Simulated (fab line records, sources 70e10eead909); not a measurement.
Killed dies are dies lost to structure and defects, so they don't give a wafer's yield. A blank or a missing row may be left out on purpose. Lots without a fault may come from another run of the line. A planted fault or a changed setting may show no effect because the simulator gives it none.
Chamber matching | flow nand_harc | NHARC_P_M2_PRE_CLEAN_32 on pecvd-01: 3 sister chambers
The step time 12 s. 6 wafers are shown with their chamber, then 8 later ones without.

WAFERS WITH THEIR CHAMBER
wafer  | chamber | heater_power_w (W)
L698.1 | 1       | 529
L698.3 | 0       | 747
L699.1 | 1       | 567
L699.2 | 2       | 731
L699.6 | 2       | 741
L702.1 | 0       | 662

WAFERS WITHOUT THEIR CHAMBER
wafer  | heater_power_w (W)
L702.3 | 676
L702.5 | 547
L701.3 | 670
L701.5 | 558
L701.6 | 740
L710.2 | 744
L710.5 | 636
L710.6 | 455

WHICH CHAMBER EACH WENT THROUGH
wafer  | from the rows above          | in truth
L702.3 | can't be placed: 0 or 2      | 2
L702.5 | 1                            | 1
L701.3 | can't be placed: 0 or 2      | 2
L701.5 | 1                            | 1
L701.6 | can't be placed: 2 or 0      | 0
L710.2 | can't be placed: 2 or 0      | 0
L710.5 | can't be placed: 0 or 1 or 2 | 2
L710.6 | 1                            | 1
Placed correctly: 3 of 8. Can't be placed from these rows: 5 (the true chamber is among the candidates in 5). Placed wrongly: 0.
How it was worked out, from the rows above alone: a wafer's distance from a chamber is the root of the sum, over the readings, of the square of ((its reading less the chamber's mean) divided by the reading's scatter). The wafer belongs to the nearest chamber; if the next one is less than 2 further off, it can't be placed. A chamber's mean is the mean of its shown wafers. The scatter: the root of (the sum of the squares of (reading less its chamber's mean) over the shown wafers, divided by (wafers less chambers)).
